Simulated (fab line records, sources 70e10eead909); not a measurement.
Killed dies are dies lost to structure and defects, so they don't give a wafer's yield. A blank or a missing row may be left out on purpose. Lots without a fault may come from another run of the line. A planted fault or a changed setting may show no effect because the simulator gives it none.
fab line records | flow nand_harc
record lots=6 wafers=14 last_day=34
route steps=1302 shown P_CONTACT@224 END@1302
lots that met no fault: from a run of the same line without faults
start_h: hours from the record's first day to the start of the lot's first wafer shown | wait_h: hours since the lot's step before | " the same as in the row above | L1.1+2: a row that stands for several wafers | - no value, or no start given | * or withheld: withheld | < > ~ a bound
route shown NAME@n: a module of which the file shows steps, and the number in the route of the first | usual: mean/standard deviation of fault-free wafers | same: alike in all rows | chamber/n: place in a boat | sites: the reading at each site | _std_site: their standard deviation | _edge_site: outer sites' mean less inner sites' | radius_mm: how far each site lies from the wafer's centre | mask NAME#n: copy n | behind: the tool/chamber that last shaped the wafer | hold: why the lot was held/for how many hours/how that ended | device: the transistor (n, p or np) that didn't switch | end of line: the same wafers' tests at the end of the route | a step without rows: its recipe alone | killed: dies lost to structure and defects at the first sort, not the wafer's yield | map: a wafer's dies, x killed, . not, _ none there
set.NAME: the setting as run; set.NAME@STEP: as run at that earlier step | model.NAME: the simulator's own value behind a step, which no gauge read
lots at some steps of the route; a table a step, a row a wafer
services: from which hour (start_h, from the record's first day; less than 0 if before it) a tool's chamber was out of use, for how many hours, and why
## steps
# step NHARC_P_CONTACT_COAT_33
# recipe temp_c=260 time_s=75
# step NHARC_P_CONTACT_COAT_34
# recipe temp_c=225 time_s=65
# step NHARC_P_CONTACT_COAT_06
# recipe spin_rpm=1500 resist_thk_nm=90
# step NHARC_P_CONTACT_SOFTBAKE_07
# recipe temp_c=105 time_s=55
# step NHARC_P_CONTACT_EBR_08
# step NHARC_P_CONTACT_EXPOSE_09
# recipe na=1.35 target_cd_nm=90 dose_mj=81.26 mask_id=P_CA
# step NHARC_P_CONTACT_PEB_10
# recipe peb_temp_c=100 peb_time_s=65
# step NHARC_P_CONTACT_DEVELOP_11
# recipe develop_time_s=35 dev_temp_c=23
# step NHARC_P_CONTACT_CD_MEAS_12
# recipe target_cd_nm=90 landing_energy_ev=500
# usual cd_nm=89.8/0.72
# columns lot.wafer tool chamber start_h wait_h cd_nm
L112.2 cd_sem-02 0 150.69 - 90.4
L112.4 " 0 " " 89.4
L112.6 " 0 " " 89.7
L114.1 cd_sem-02 0 180.39 - 90.8
L114.3 " 0 " " 89.8
L114.6 " 0 " " 90.6
L118.6 cd_sem-03 0 219.92 - 89.9
L119.1 cd_sem-02 0 224.62 - 89.7
L129.1 cd_sem-03 0 325.69 - 89.4
L129.2 " 0 " " 90.3
L129.3 " 0 " " 89.9
L131.3 cd_sem-03 0 348.71 - 88.9
L131.4 " 0 " " 90.5
L131.6 " 0 " " 90.8
# step NHARC_P_CONTACT_OVL_MEAS_13
# usual overlay_x_nm=0.0/0.79 overlay_y_nm=-0.2/0.69
# columns lot.wafer tool chamber start_h wait_h overlay_x_nm overlay_y_nm
L112.2 overlay-01 - 150.78 - -0.8 -0.4
L112.4 " - " " -0.7 -0.2
L112.6 " - " " -0.7 0.3
L114.1 overlay-02 - 180.48 - 0.1 0.0
L114.3 " - " " 0.1 -0.6
L114.6 " - " " 0.3 -0.7
L118.6 overlay-01 - 219.99 - 0.4 -1.1
L119.1 overlay-02 - 224.71 - -0.5 0.0
L129.1 overlay-01 - 325.78 - 0.3 0.2
L129.2 " - " " 0.3 0.3
L129.3 " - " " 0.6 0.6
L131.3 overlay-01 - 348.80 - -1.1 -0.2
L131.4 " - " " -1.3 -0.5
L131.6 " - " " -1.7 -0.3
# step NHARC_P_CONTACT_INSPECT_14
# usual raw_defect_count=3.6/2
# columns lot.wafer tool chamber start_h wait_h raw_defect_count
L112.2 defect_inspect-01 - 150.82 0.0 3
L112.4 " - " " 4
L112.6 " - " " 4
L114.1 defect_inspect-02 - 180.52 0.0 5
L114.3 " - " " 1
L114.6 " - " " 2
L118.6 defect_inspect-02 - 220.03 0.0 3
L119.1 defect_inspect-02 - 224.75 0.0 1
L129.1 defect_inspect-01 - 325.82 0.0 1
L129.2 " - " " 3
L129.3 " - " " 1
L131.3 defect_inspect-02 - 348.83 0.0 5
L131.4 " - " " 6
L131.6 " - " " 5
# step NHARC_P_CONTACT_DESCUM_17
# recipe time_s=3 o2_flow_sccm=200 ar_flow_sccm=0 bias_power_w=0 chemistry=O2
# usual chamber_pressure_mTorr=60.00/0.057 drypump_motor_current_A=5.6/0.48 oes_product_au=0.997/0.012 rf_vpp_V=57.6/0.86 showerhead_plenum_p_Torr=1.88/0.061 throttle_valve_pct=11.310/0.0085
# columns lot.wafer tool chamber start_h wait_h chamber_pressure_mTorr drypump_motor_current_A oes_product_au rf_hours_counter_h rf_vpp_V showerhead_plenum_p_Torr throttle_valve_pct
L112.4 rie_diel-06 2 150.88 0.1 59.93 5.5 0.997 0.2 58.3 1.84 11.318
L112.2 " 0 " " 60.06 4.7 0.993 0.2 56.3 1.85 11.319
L112.6 " 2 " " 60.02 5.5 1.005 - 56.6 1.84 11.303
L114.3 rie_diel-08 1 180.59 0.1 59.97 5.6 1.003 4.5 58.6 1.91 11.307
L114.1 " 3 " " 60.10 6.2 0.980 4.3 57.3 1.93 11.304
L114.6 " 1 " " 59.91 5.6 1.004 - 60.0 1.91 11.306
L118.6 rie_diel-06 1 220.13 0.1 60.03 5.7 0.989 - 56.8 1.83 11.306
L119.1 rie_diel-06 0 224.82 0.1 60.02 4.7 0.986 5.3 56.6 1.85 11.312
L129.2 rie_diel-06 1 325.88 0.1 59.97 5.7 0.996 0.5 57.1 1.83 11.312
L129.1 " 2 " " 60.05 5.5 1.012 0.6 57.3 1.83 11.298
L129.3 " 3 " " 60.04 6.1 0.993 0.8 55.5 1.88 11.294
L131.3 rie_diel-06 1 348.90 0.1 60.06 5.7 0.990 2.1 57.0 1.83 11.304
L131.4 " 3 " " 59.99 6.1 0.993 2.1 55.9 1.88 11.306
L131.6 " 0 " " 59.98 4.7 0.984 - 56.6 1.85 11.320
# step NHARC_P_CONTACT_ETCH_35
# recipe target_depth_a=390 over_etch_frac=0.3 time_s=65 ion_energy_ev=80 cf4_flow_sccm=150 ar_flow_sccm=0 rf_w=300 bias_w=100 chemistry=CF4
# usual chamber_pressure_mTorr=50.00/0.044 drypump_motor_current_A=5.6/0.47 oes_product_au=0.999/0.01 rf_vpp_V=151.0/1 showerhead_plenum_p_Torr=1.75/0.054 throttle_valve_pct=13.283/0.0086
# columns lot.wafer tool chamber start_h wait_h chamber_pressure_mTorr drypump_motor_current_A oes_product_au rf_hours_counter_h rf_vpp_V showerhead_plenum_p_Torr throttle_valve_pct
L112.2 rie_diel-06 3 150.96 0.1 50.01 6.2 0.988 0.2 151.7 1.74 13.283
L112.4 " 1 " " 50.07 5.7 1.000 0.3 150.3 1.70 13.277
L112.6 " 3 " " 49.97 6.2 0.985 - 150.3 1.74 13.278
L114.1 rie_diel-08 2 180.66 0.1 50.00 5.1 1.002 4.2 150.5 1.68 13.296
L114.3 " 1 " " 50.07 5.6 1.002 4.5 152.0 1.77 13.280
L114.6 " 2 " " 50.00 5.2 1.005 - 149.6 1.68 13.292
L118.6 rie_diel-06 1 220.20 0.1 50.03 5.7 1.001 - 149.8 1.69 13.277
L119.1 rie_diel-06 1 224.89 0.1 49.97 5.7 0.998 5.1 149.6 1.69 13.290
L129.1 rie_diel-06 2 325.96 0.1 50.05 5.5 1.000 0.6 150.8 1.70 13.275
L129.2 " 0 " " 49.96 4.7 0.989 0.7 150.5 1.72 13.287
L129.3 " 1 " " 50.04 5.7 0.990 0.5 149.8 1.69 13.293
L131.3 rie_diel-06 0 348.99 0.1 50.07 4.7 0.981 2.1 151.0 1.71 13.283
L131.4 " 1 " " 50.04 5.8 1.001 2.1 149.3 1.69 13.282
L131.6 " 2 " " 50.03 5.4 1.009 - 151.1 1.70 13.275
# step NHARC_P_CONTACT_ETCH_36
# recipe target_depth_a=2600 over_etch_frac=0.25 time_s=406.25 ion_energy_ev=200 n2_flow_sccm=150 h2_flow_sccm=150 ar_flow_sccm=0 rf_w=400 bias_w=150 chemistry=N2/H2
# step NHARC_P_CONTACT_ETCH_18
# recipe target_depth_a=4810 time_s=240.5 c4f8_flow_sccm=20 o2_flow_sccm=10 ar_flow_sccm=withheld rf_w=600 bias_w=1500 chemistry=C4F8/O2/Ar
# usual chamber_pressure_mTorr=24.999/0.021 oes_product_au=0.962/0.017 rf_vpp_V=976/4.2
# columns lot.wafer tool chamber start_h wait_h chamber_pressure_mTorr oes_product_au rf_hours_counter_h rf_vpp_V
L112.4 rie_diel-06 1 - - 25.009 0.975 0.5 971
L112.2 " 0 " " 25.001 0.971 0.4 975
L112.6 " 1 " " 24.957 0.970 - 973
L114.1 rie_diel-08 1 - - 25.003 0.960 4.7 979
L114.3 " 0 " " 25.016 0.950 4.5 984
L114.6 " 1 " " 25.006 0.960 - 978
L118.6 rie_diel-06 0 - - 24.974 0.937 - 974
L119.1 rie_diel-06 0 - - 24.989 0.952 5.5 974
L129.3 rie_diel-06 0 - - 24.977 0.970 1.0 974
L129.2 " 1 " " 24.991 0.958 0.7 971
L129.1 " 3 " " 24.978 0.985 1.1 976
L131.4 rie_diel-06 2 - - 25.020 0.984 2.4 972
L131.3 " 1 " " 25.012 0.965 2.2 972
L131.6 " 2 " " 25.017 0.987 - 973
# step NHARC_P_CONTACT_STRIP_37
# recipe c4f8_flow_sccm=withheld o2_flow_sccm=8 ar_flow_sccm=withheld bias_w=0 chemistry=C4F8/O2/Ar
# step NHARC_P_CONTACT_ETCH_31
# recipe target_depth_a=300 time_s=85.7 ion_energy_ev=120 over_etch_frac=1 ch3f_flow_sccm=50 o2_flow_sccm=30 ar_flow_sccm=200 rf_w=500 bias_w=100 chemistry=CH3F/O2
# usual chamber_pressure_mTorr=24.998/0.027 drypump_motor_current_A=5.6/0.47 oes_product_au=0.977/0.012 rf_vpp_V=243.9/1.2 showerhead_plenum_p_Torr=2.43/0.078 throttle_valve_pct=20.663/0.0092
# columns lot.wafer tool chamber start_h wait_h chamber_pressure_mTorr drypump_motor_current_A oes_product_au rf_hours_counter_h rf_vpp_V showerhead_plenum_p_Torr throttle_valve_pct
L112.4 rie_diel-06 3 - - 24.985 6.2 0.965 0.4 243.8 2.42 20.653
L112.2 " 1 " " 25.021 5.8 0.978 0.6 242.6 2.35 20.666
L112.6 " 0 " " 24.998 4.8 0.980 - 243.1 2.38 20.651
L114.3 rie_diel-08 2 - - 25.016 5.1 0.981 4.6 243.5 2.32 20.671
L114.1 " 3 " " 24.996 6.1 0.956 4.7 243.9 2.48 20.654
L114.6 " 1 " " 24.977 5.6 0.980 - 244.2 2.46 20.685
L118.6 rie_diel-06 2 - - 24.970 5.5 0.995 - 242.8 2.36 20.656
L119.1 rie_diel-06 1 - - 25.001 5.7 0.979 5.4 242.6 2.35 20.666
L129.3 rie_diel-06 3 - - 24.979 6.1 0.983 1.1 243.4 2.42 20.661
L129.2 " 0 " " 24.966 4.7 0.981 1.1 242.2 2.38 20.671
L129.1 " 1 " " 25.010 5.7 0.971 0.8 242.2 2.35 20.670
L131.4 rie_diel-06 0 - - 25.023 4.7 0.954 2.3 244.2 2.38 20.671
L131.3 " 3 " " 24.992 6.2 0.981 2.5 244.7 2.42 20.664
L131.6 " 1 " " 24.995 5.7 0.973 - 241.8 2.35 20.667
# step NHARC_P_CONTACT_CD_MEAS_19
# usual cd_nm=89.7/1.9
# columns lot.wafer tool chamber start_h wait_h cd_nm
L112.2 cd_sem-03 - 151.75 - 93.4
L112.4 " - " " 92.2
L112.6 " - " " 92.1
L114.1 cd_sem-02 - 181.45 - 91.6
L114.3 " - " " 88.9
L114.6 " - " " 88.3
L118.6 cd_sem-03 - 220.97 - 91.9
L119.1 cd_sem-03 - 225.68 - 93.7
L129.1 cd_sem-03 - 326.75 - 90.6
L129.2 " - " " 92.1
L129.3 " - " " 89.9
L131.3 cd_sem-01 - 349.77 - 87.8
L131.4 " - " " 91.0
L131.6 " - " " 92.8
# step NHARC_P_CONTACT_STRIP_28
# recipe o2_flow_sccm=500 ar_flow_sccm=0 bias_w=0 chemistry=O2
# step NHARC_P_CONTACT_STRIP_29
# recipe time_s=1200 temp_c=72.5 chemistry=post_etch_residue_remover
# step NHARC_P_CONTACT_DEGAS_38
# recipe temp_c=300 time_s=60
# usual heater_power_w=463/23
# columns lot.wafer tool chamber start_h wait_h heater_power_w
L112.4 pvd_sputter-01 - 152.48 - 475
L112.2 " - " " 489
L112.6 " - " " 474
L114.1 pvd_sputter-03 - 182.16 - 439
L114.3 " - " " 454
L114.6 " - " " 458
L118.6 pvd_sputter-03 - 221.70 - 519
L119.1 pvd_sputter-03 - 226.40 - 453
L129.3 pvd_sputter-02 - 327.47 - 430
L129.1 " - " " 473
L129.2 " - " " 490
L131.3 pvd_sputter-02 - 350.48 - 482
L131.4 " - " " 500
L131.6 " - " " 472
# step NHARC_P_CONTACT_PRE_CLEAN_39
# recipe time_s=19.5 bias_v=250 gas=Ar
# step NHARC_P_CONTACT_PVD_32
# recipe target_thk_a=50 chamber_pressure_pa=5 power_w=5000 substrate_temp_c=200 time_s=17.7 material=Ti
# step NHARC_P_CONTACT_ALD_22
# recipe target_thk_a=30 pulse_time_s=1 ald_cycles=150 temp_c=450 material=TiN
# step NHARC_P_CONTACT_CVD_23
# recipe target_thk_a=2000 temp_c=300 pressure_torr=40 wf6_flow_sccm=40 h2_flow_sccm=1600 ar_flow_sccm=1560 time_s=557 material=W
# step NHARC_P_CONTACT_CMP_24
# recipe t_overpolish_s=30 target_thk_nm=200
# usual motor_current_A=12.9/1.3 overpolish_run_s=30.000/0.0094 time_to_endpoint_s=39.2/2.9
# columns lot.wafer tool chamber start_h wait_h motor_current_A overpolish_run_s time_to_endpoint_s
L112.2 cmp-02 2 153.55 0.5 12.8 30.000 37.6
L112.4 " 3 " " 11.9 30.011 36.8
L112.6 " 3 " " 13.1 30.001 35.5
L114.1 cmp-02 1 183.25 0.6 14.2 30.004 43.6
L114.3 " 2 " " 12.3 30.003 41.8
L114.6 " 2 " " 12.9 30.015 42.2
L118.6 cmp-03 3 222.88 0.3 14.6 29.994 40.5
L119.1 cmp-03 0 227.55 0.6 12.0 30.020 37.6
L129.3 cmp-02 3 328.55 0.4 12.5 30.001 33.9
L129.2 " 0 " " 15.0 30.011 36.6
L129.1 " 2 " " 12.5 29.987 37.7
L131.4 cmp-03 0 351.56 0.4 11.7 29.999 35.6
L131.3 " 3 " " 15.0 29.993 38.4
L131.6 " 1 " " 13.3 30.003 37.8
# step NHARC_P_CONTACT_SRD_26
# step NHARC_END_SORT_01
# recipe temp_c=25
# usual killed_at_array=51/17 killed_at_other=1.0/1.2 killed_at_periphery=3.4/2.5 killed_dies=56/17 killed_open=3.3/2.1 killed_short=2.6/1.6
# same gross_dies=677
# columns lot.wafer tool chamber start_h wait_h killed_at_array killed_at_other killed_at_periphery killed_dies killed_open killed_short
L112.2 prober-02 0 599.58 2.8 52 3 3 58 1 1
L112.4 prober-02 0 601.21 3.4 58 0 4 62 5 5
L112.6 prober-02 0 602.84 4.1 57 0 6 63 2 3
L114.1 prober-01 0 624.97 2.5 54 0 1 55 1 1
L114.3 prober-01 0 626.55 3.1 53 0 2 55 1 3
L114.6 prober-01 0 628.92 3.9 47 1 4 52 3 2
L119.1 prober-02 0 677.80 2.5 25 3 106 134 0 0
L118.6 prober-01 0 700.73 4.0 31 0 101 132 1 3
L129.1 prober-01 0 777.01 2.5 57 3 3 63 4 1
L129.2 prober-01 0 777.80 2.8 53 3 0 56 1 4
L129.3 prober-01 0 778.59 3.1 61 4 4 69 1 3
L131.3 prober-01 0 812.83 3.1 65 0 6 71 3 2
L131.4 prober-01 0 813.62 3.4 66 2 8 76 3 6
L131.6 prober-01 0 815.20 3.9 78 0 6 84 8 4
# killed by level:class
L112.2 A_CHANNEL_HOLE_D1:chamber_film_flake=27 A_CHANNEL_HOLE_D2:chamber_film_flake=9 A_CONTACT:chamber_film_flake=6 A_STAIRCASE:chamber_film_flake=5 THIN_TSV:chamber_film_flake=3 P_CONTACT:chamber_film_flake=2 A_ONON_D1:geometric_particle:open=1 A_CHANNEL_HOLE_D1:geometric_particle:short=1
L112.4 A_CHANNEL_HOLE_D1:chamber_film_flake=34 A_CHANNEL_HOLE_D2:chamber_film_flake=8 A_STAIRCASE:chamber_film_flake=4 A_CHANNEL_FILL_D2:geometric_particle:short=2 A_CONTACT:chamber_film_flake=2 P_CONTACT:geometric_particle:open=1 P_M2:geometric_particle:short=1 P_M2:geometric_particle:open=1
L112.6 A_CHANNEL_HOLE_D1:chamber_film_flake=31 A_CHANNEL_HOLE_D2:chamber_film_flake=9 A_STAIRCASE:chamber_film_flake=5 P_STI:chamber_film_flake=3 A_CONTACT:chamber_film_flake=2 A_SLIT:chamber_film_flake=2 A_CHANNEL_FILL_D2:chamber_film_flake=2 P_M0:geometric_particle:short=1
L114.1 A_CHANNEL_HOLE_D2:chamber_film_flake=33 A_STAIRCASE:chamber_film_flake=11 A_CHANNEL_HOLE_D1:chamber_film_flake=4 A_SLIT:chamber_film_flake=3 A_ONON_D1:geometric_particle:short=1 A_M1:geometric_particle:open=1 P_GATE:chamber_film_flake=1 A_DECK1_JOINT:chamber_film_flake=1
L114.3 A_CHANNEL_HOLE_D2:chamber_film_flake=31 A_STAIRCASE:chamber_film_flake=8 A_CHANNEL_HOLE_D1:chamber_film_flake=4 A_CHANNEL_FILL_D1:geometric_particle:short=2 P_GATE:chamber_film_flake=2 A_CONTACT:chamber_film_flake=2 A_ONON_D2:geometric_particle:short=1 A_M0:geometric_particle:open=1
L114.6 A_CHANNEL_HOLE_D2:chamber_film_flake=29 A_STAIRCASE:chamber_film_flake=9 A_CHANNEL_HOLE_D1:chamber_film_flake=4 P_GATE:chamber_film_flake=2 P_M0:geometric_particle:short=1 P_M1:geometric_particle:open=1 A_ONON_D1:geometric_particle:short=1 A_ONON_D1:geometric_particle:open=1
L119.1 P_CONTACT:unspecified=106 A_CHANNEL_HOLE_D1:chamber_film_flake=6 A_CONTACT:chamber_film_flake=4 A_M0:chamber_film_flake=3 A_BONDPAD:chamber_film_flake=3 THIN_TSV:chamber_film_flake=3 A_CHANNEL_FILL_D2:chamber_film_flake=2 A_SLIT:chamber_film_flake=2
L118.6 P_CONTACT:unspecified=101 A_CHANNEL_HOLE_D1:chamber_film_flake=14 A_CONTACT:chamber_film_flake=5 A_M0:geometric_particle:short=2 A_DECK1_JOINT:chamber_film_flake=2 A_CHANNEL_HOLE_D2:chamber_film_flake=2 A_CHANNEL_FILL_D2:geometric_particle:open=1 A_WL_FILL:geometric_particle:short=1
L129.1 A_CHANNEL_HOLE_D1:chamber_film_flake=19 A_CHANNEL_HOLE_D2:chamber_film_flake=17 A_CONTACT:chamber_film_flake=8 A_SLIT:chamber_film_flake=3 THIN_TSV:chamber_film_flake=3 P_CONTACT:chamber_film_flake=2 A_SGD_CUT:chamber_film_flake=2 A_BONDPAD:chamber_film_flake=2
L129.2 A_CHANNEL_HOLE_D2:chamber_film_flake=19 A_CHANNEL_HOLE_D1:chamber_film_flake=12 A_STAIRCASE:chamber_film_flake=5 A_SLIT:chamber_film_flake=4 A_CONTACT:chamber_film_flake=4 THIN_TSV:chamber_film_flake=3 A_ONON_D2:geometric_particle:short=2 A_M0:geometric_particle:short=2
L129.3 A_CHANNEL_HOLE_D2:chamber_film_flake=20 A_CHANNEL_HOLE_D1:chamber_film_flake=16 A_SLIT:chamber_film_flake=9 THIN_TSV:chamber_film_flake=4 P_CONTACT:chamber_film_flake=3 A_STAIRCASE:chamber_film_flake=3 A_SGD_CUT:chamber_film_flake=3 A_CONTACT:chamber_film_flake=3
L131.3 A_SLIT:chamber_film_flake=29 A_CHANNEL_HOLE_D1:chamber_film_flake=13 A_STAIRCASE:chamber_film_flake=10 A_CONTACT:chamber_film_flake=9 P_GATE:chamber_film_flake=3 P_CONTACT:geometric_particle:open=1 P_M0:geometric_particle:open=1 A_ONON_D1:geometric_particle:short=1
L131.4 A_SLIT:chamber_film_flake=24 A_CHANNEL_HOLE_D1:chamber_film_flake=13 A_STAIRCASE:chamber_film_flake=10 A_CONTACT:chamber_film_flake=8 P_GATE:chamber_film_flake=4 P_M0:geometric_particle:open=2 A_ONON_D1:geometric_particle:short=2 A_CHANNEL_FILL_D1:chamber_film_flake=2
L131.6 A_SLIT:chamber_film_flake=25 A_CHANNEL_HOLE_D1:chamber_film_flake=17 A_CONTACT:chamber_film_flake=14 A_STAIRCASE:chamber_film_flake=7 A_M1:geometric_particle:open=4 A_WL_FILL:geometric_particle:short=2 P_GATE:chamber_film_flake=2 A_DECK1_JOINT:chamber_film_flake=2
# map L118.6 (x killed, . not)
____________x____________
_________.xxxxx._________
_______xxxxxxxxx.._______
______.x.xxxxxxx...______
_____..xxxxxxxxx...._____
____..xxxxxxxxxx.....____
____...xxxxxxxxxx....____
___....xxxxxxxxx......___
___..xxxxxxxxxxxx....x___
__......xxxxxxxx.......__
__.....xxxxxxxxx.......__
_.......xxxxxxx........._
_........xxxxx.........x_
_...........x..........._
_..x..x....x............_
_......................._
.........................
..x......................
.........................
........................x
.......................x.
_......................x_
_............x.........x_
_.....................xx_
_.....................xx_
_.....................xx_
__...................xx__
__.........x..x....x.xx__
___...................___
___.x.................___
____..........x......____
____........x.x......____
_____..............._____
______......x......______
_______..........._______
_________......._________
____________.____________
# map L119.1 (x killed, . not)
____________x____________
_________xxxxxxx_________
_______.xxxxxxxx.x_______
______..xxxxxxx....______
_____...xxxxxxxx...._____
____...xxxxxxxxxx....____
____...xxxxxxxxxx....____
___....xxxxxxxxx......___
___...xxxxxxxxxxx.....___
__.....xxxxxxxx......x.__
__..x...xxxxxxxx.......__
_......xxxxxxx.x.x......_
_......xxxxx.......x...x_
_........x.x..x.....x.xx_
_.........xx.x.....x..x._
_......................._
.........................
.........................
.........................
.........x.......x.......
.....x...................
_......................._
_..............xx......._
_......................x_
_......................._
_......................._
__..............x......__
__..............x.x....__
___............x......___
___..............x....___
____..........x.x....____
____.................____
_____........x....x._____
______.............______
_______........xx._______
_________......._________
____________.____________
## services
# columns tool chamber start_h hours kind
rie_diel-06 - 130.20 9.0 pm
cmp-03 - 134.07 2.7 repair
cmp-02 - 136.38 4.0 pm
rie_diel-08 2 159.74 2.6 repair
cmp-03 - 162.00 4.0 pm
pvd_sputter-03 - 170.03 10.0 pm
cmp-03 - 181.76 0.2 repair
rie_diel-08 - 190.80 9.0 pm
pvd_sputter-02 - 201.16 1.2 repair
rie_diel-08 0 201.51 2.6 repair
cmp-03 - 206.09 0.5 repair
cmp-02 - 223.34 3.5 repair
rie_diel-08 - 232.65 0.6 repair
cmp-03 - 232.92 0.7 repair
cmp-02 - 234.38 4.0 pm
rie_diel-06 2 242.02 2.1 repair
pvd_sputter-02 - 248.49 2.7 repair
rie_diel-06 1 270.61 8.8 repair
pvd_sputter-02 - 282.00 10.0 pm
rie_diel-06 - 307.20 9.0 pm
cmp-02 - 310.53 0.8 repair
rie_diel-08 2 322.81 4.4 repair
pvd_sputter-02 - 329.88 9.7 repair
cmp-02 - 332.38 4.0 pm
## key
first_sign step=NHARC_END_SORT_01 reading=killed_at_periphery direction=up sigmas=39 usual=3.4 struck=103.5
effect step=NHARC_END_SORT_01 reading=killed_dies direction=up sigmas=4.5 usual=56 struck=133
more_kills_born_at NHARC_P_CONTACT_ETCH_35@rie_diel-06=207
met_at NHARC_P_CONTACT_ETCH_35
struck_wafers L118.6,L119.1
tester_left_out L118,L119
onset_between 150.96 220.20
also_fits NHARC_P_CONTACT_DEGAS_38:pvd_sputter-03
fault kind=chamber_particle_source tool=rie_diel-06 chamber=1 onset_h=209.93 steps=NHARC_P_CONTACT_ETCH_35 rate_per_visit_cm2=1.7754 end_h=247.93
# tester_left_out: of these lots the tester's yield and bins aren't shown, on N5 and GAA mostly nor the transistor test; their killed dies are dies lost to structure and defects alone, not to doping, threshold or leakage, so they don't give the yield
